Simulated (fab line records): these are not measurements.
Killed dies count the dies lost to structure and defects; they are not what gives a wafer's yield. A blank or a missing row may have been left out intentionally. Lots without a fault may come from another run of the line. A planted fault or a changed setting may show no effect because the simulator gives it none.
Matching of chambers    flow n5_finfet    rie_diel-01 running N5_BEOL_M14_VIA_ETCH_16: 4 sister chambers
The step etches SiO2 in C4F8/O2/Ar, target depth 1231.3 nm. 4 wafers are shown with their chamber, then 10 later ones without.

## EACH WAFER AND ITS CHAMBER
wafer   chamber  showerhead_plenum_p_Torr (Torr)
L076.1  0        3.37
L083.2  2        3.59
L083.3  1        3.36
L086.4  3        3.59

## WAFERS MISSING THEIR CHAMBER
wafer   showerhead_plenum_p_Torr (Torr)
L086.6  3.59
L089.2  3.35
L089.3  3.59
L089.5  3.35
L091.3  3.36
L091.4  3.59
L091.6  3.58
L097.1  3.58
L097.3  3.57
L097.5  3.34

## THE CHAMBER EACH PASSED THROUGH
wafer   from the rows above      in truth
L086.6  can't be placed: 2 or 3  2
L089.2  can't be placed: 1 or 0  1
L089.3  can't be placed: 2 or 3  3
L089.5  can't be placed: 1 or 0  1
L091.3  can't be placed: 1 or 0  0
L091.4  can't be placed: 2 or 3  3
L091.6  can't be placed: 2 or 3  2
L097.1  can't be placed: 2 or 3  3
L097.3  can't be placed: 2 or 3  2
L097.5  can't be placed: 1 or 0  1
Correct placement for 0 of the 10. Cannot be placed on the basis of these rows: 10; the candidates contain the true chamber in 10. Wrongly placed: 0.
How it was worked out, from the rows above alone: a wafer's distance from a chamber is the root of the sum, over the readings, of the square of ((its reading less the chamber's mean) divided by the reading's scatter). The wafer belongs to the nearest chamber; if the next one is less than 2 further off, it can't be placed. A chamber's mean is the mean of its shown wafers. The scatter (one wafer shown for each chamber): square how far every hidden wafer sits from the nearest shown wafer, average those squares and take the square root.
